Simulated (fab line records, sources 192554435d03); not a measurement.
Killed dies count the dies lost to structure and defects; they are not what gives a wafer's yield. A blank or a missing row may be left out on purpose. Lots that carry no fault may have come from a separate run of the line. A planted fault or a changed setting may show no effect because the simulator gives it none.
A struck lot beside a sound one ; flow n5 finfet ; 38 out of 1938 route steps
Sound: these wafers, L153.1, L153.2, L153.6. Struck: wafer L139.1 (left out: L139.5, L139.6 of the same lot, which were not struck); the cause appears at the end.
At each step with rows: each side's tool, then ch and its chambers, then its first start. Under that, the readings that differ: sound wafers ; struck wafers ; difference of the means ; sigmas: that difference in standard deviations of wafers without a fault.
alike: words and numbers the same on both sides, and readings whose means are apart by under 2 such deviations; not compared: readings that were withheld, readings missing a value for some wafer, numbers with overlapping values and no deviation given by the record, and bounds like >300 which may hide the same value.
Wherever a step has rows on one side only, a row that says differs or no value, or a row with sigmas, the two part there. Numbers that don't overlap but have no deviation are shown without sigmas and don't part them. A reading missing from all wafers of one side parts the sides only when that side holds two or more wafers.

first, 10 steps without rows for these wafers: N5_MOL_CONTACT_COAG_DESCUM_88 (chemistry O2, time 7 s); N5_MOL_CONTACT_COAG_ETCH_89 (etches underlayer in N2/H2, target depth 13 nm, time 10.4 s); N5_MOL_CONTACT_COAG_ETCH_90 (etches SiARC in CF4, target depth 13 nm, time 21.7 s); N5_MOL_CONTACT_COAG_ALD_131 (deposits SiO2, target thk 5 nm, pulse time 1 s, co reactant pulse time 1 s); N5_MOL_CONTACT_COAG_ETCHBACK_132 (etches SiO2 in CHF3, target depth 10 nm, time 6.7 s); N5_MOL_CONTACT_COAG_ETCH_91 (etches SOC in N2/H2, target depth 60 nm, overetch 21 nm, time 101.2 s); N5_MOL_CONTACT_COAG_STRIP_92 (strips in N2/H2); N5_MOL_CONTACT_COAG_STRIP_93 (strips in N2/H2); N5_MOL_CONTACT_COAG_ETCHBACK_135 (etches SiO2 in CHF3, target depth 25 nm, time 16.7 s); N5_MOL_CONTACT_COAG_STRIP_118 (strips in CHF3).
N5_MOL_CONTACT_COAG_VIA_ETCH_46: etches SiO2 in C4F6/O2, target depth 46 nm, overetch 9.2 nm, time 40 s.
  sound on rie diel-02 ch 0,1,3, day 11 01:37; struck on rie diel-05 ch 2, day 7 15:32
reading;sound;struck;difference;sigmas
model.SOC_of_MOL_CONTACT_COAG_COAT_75.thk nm (nm);50.8 50.8 50.8;51.8;+1.0;
  alike: drypump motor current A, oes_ar_750_au, oes product au, rf vpp V, showerhead plenum p Torr, throttle valve pct
  not compared: rf hours counter h
then, 25 steps without rows for these wafers: N5_MOL_CONTACT_COAG_STRIP_96 (strips in N2/H2); N5_MOL_CONTACT_COAG_ETCH_47 (etches SiNx in CH3F/O2, stops on W, target depth 27 nm); N5_MOL_CONTACT_COAG_STRIP_119 (strips in N2/H2, time 30 s); N5_MOL_CONTACT_COAG_PRECLEAN_144 (cleans in alkaline clean, time 60 s); N5_MOL_CONTACT_COAG_SRD_145 (time 30 s); N5_MOL_CONTACT_COAG_COAT_62 (time 60 s, resist thk 60 nm); N5_MOL_CONTACT_COAG_COAT_63 (time 60 s, resist thk 10 nm); N5_MOL_CONTACT_COAG_COAT_64 (time 60 s, resist thk 10 nm); N5_MOL_CONTACT_COAG_COAT_34 (resist thk 40 nm); N5_MOL_CONTACT_COAG_EBR_36; N5_MOL_CONTACT_COAG_SOFTBAKE_35 (time 60 s); N5_MOL_CONTACT_COAG_EXPOSE_37 (exposes mask VD, defocus 0 nm); N5_MOL_CONTACT_COAG_PEB_38 (peb time 60 s); N5_MOL_CONTACT_COAG_DEVELOP_39 (develop time 30 s); N5_MOL_CONTACT_COAG_DESCUM_45 (chemistry O2, time 7 s); N5_MOL_CONTACT_COAG_ETCH_65 (etches underlayer in N2/H2, target depth 13 nm, time 10.4 s); N5_MOL_CONTACT_COAG_ETCH_66 (etches SiARC in CF4, target depth 13 nm, time 21.7 s); N5_MOL_CONTACT_COAG_ALD_133 (deposits SiO2, target thk 5 nm, pulse time 1 s, co reactant pulse time 1 s); N5_MOL_CONTACT_COAG_ETCHBACK_134 (etches SiO2 in CHF3, target depth 10 nm, time 6.7 s); N5_MOL_CONTACT_COAG_ETCH_67 (etches SOC in N2/H2, target depth 60 nm, overetch 21 nm, time 101.2 s); N5_MOL_CONTACT_COAG_STRIP_68 (strips in N2/H2); N5_MOL_CONTACT_COAG_STRIP_69 (strips in N2/H2); N5_MOL_CONTACT_COAG_ETCHBACK_136 (etches SiO2 in CHF3, target depth 25 nm, time 16.7 s); N5_MOL_CONTACT_COAG_STRIP_120 (strips in CHF3); N5_MOL_CONTACT_COAG_VIA_ETCH_117 (etches SiO2 in C4F6/O2, target depth 40 nm, overetch 8 nm, time 26 s).
-- a jump in the record: the struck wafers' starts before and after are 6 days apart (it breaks off in module MOL_CONTACT_COAG and resumes in module BEOL_M4, where the first step shown is number 1111 of the route) --
N5_BEOL_M4_RC_MEAS_101:
  sound on prober-02 ch 0, day 16 04:23; struck on prober-02 ch 0, day 13 23:03
reading;sound;struck;difference;sigmas
SS_N (mV/dec);72.1 72.3 72.4;71.0;-1.3;-2
  alike: DIBL_N, DIBL_P, IOFF_N, IOFF_P, ION_N, ION_P, SS_P, VT_N, VT_P
-- here the record skips 5 days between the struck wafers' starts before and after, leaving off in module BEOL_M4 and picking up in module PASSIVATION (first step shown: number 1936 of the route) --
N5_PASSIVATION_PROBE_49:
  sound on prober-02, day 21 04:08; struck on prober-02, day 18 14:11
reading;sound;struck;difference;sigmas
defect limited yield (%);90.2 91.4 91.5;88.6;-2.4;-2
killed at contacts;4 7 14;65;+57;+9
killed at front end;50 36 35;19;-21;-2
killed at other;2 0 2;9;+8;+3
sort_bin_5_function (%);5.8 4.7 4.8;8.7;+3.6;+4
sort yield pct (%);90.2 91.4 91.5;88.6;-2.4;-2
  alike: killed_at_M0_to_M3, killed_at_M4_up, killed dies, killed on rim, killed open, killed short, sort_bin_6_memory, sort n pass

## WHERE THEY PART
First at N5_BEOL_M4_RC_MEAS_101; last, within this record, at N5_PASSIVATION_PROBE_49.

WHY: what the simulator had put in
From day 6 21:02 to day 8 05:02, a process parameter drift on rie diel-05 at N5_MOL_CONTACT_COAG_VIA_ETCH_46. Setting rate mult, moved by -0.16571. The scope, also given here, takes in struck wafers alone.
